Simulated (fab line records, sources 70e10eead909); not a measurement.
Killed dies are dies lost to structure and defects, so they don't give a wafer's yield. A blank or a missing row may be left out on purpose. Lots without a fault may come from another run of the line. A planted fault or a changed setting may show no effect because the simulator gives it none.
Chamber matching | flow nand_harc | NHARC_THIN_TSV_CMP_01 on cmp-01: 4 sister chambers
The step polishes. 14 wafers are shown with their chamber, then 7 later ones without.

WAFERS WITH THEIR CHAMBER
wafer  | chamber | motor_current_A (A)
L882.1 | 3       | 11.3
L882.2 | 0       | 14.0
L882.4 | 1       | 13.1
L885.2 | 0       | 13.3
L885.3 | 2       | 12.8
L885.6 | 1       | 13.0
L887.2 | 0       | 13.5
L887.3 | 1       | 13.1
L887.5 | 3       | 10.9
L898.1 | 0       | 13.0
L898.2 | 3       | 11.5
L898.3 | 1       | 12.7
L901.1 | 3       | 11.1
L901.2 | 0       | 13.5

SIGNATURES (means of the wafers above)
reading         | chamber 0 | chamber 1 | chamber 2 | chamber 3 | scatter within a chamber
motor_current_A | 13.460    | 12.975    | 12.800    | 11.200    | 0.29
Rule: a wafer's distance from a chamber is the root of the sum, over the readings, of the square of ((its reading less the chamber's mean) divided by the reading's scatter). The wafer belongs to the nearest chamber; if the next one is less than 2 further off, it can't be placed. The scatter: the root of (the sum of the squares of (reading less its chamber's mean) over the shown wafers, divided by (wafers less chambers)).

WAFERS WITHOUT THEIR CHAMBER
wafer  | motor_current_A (A)
L901.3 | 13.0
L904.2 | 10.9
L904.3 | 13.0
L904.5 | 10.8
L903.2 | 13.2
L903.3 | 13.2
L903.6 | 10.8

WHICH CHAMBER EACH WENT THROUGH
wafer  | from the rows above          | in truth
L901.3 | can't be placed: 1 or 2 or 0 | 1
L904.2 | 3                            | 3
L904.3 | can't be placed: 1 or 2 or 0 | 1
L904.5 | 3                            | 3
L903.2 | can't be placed: 1 or 0 or 2 | 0
L903.3 | can't be placed: 1 or 0 or 2 | 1
L903.6 | 3                            | 3
Placed correctly: 3 of 7. Can't be placed from these rows: 4 (the true chamber is among the candidates in 4). Placed wrongly: 0.
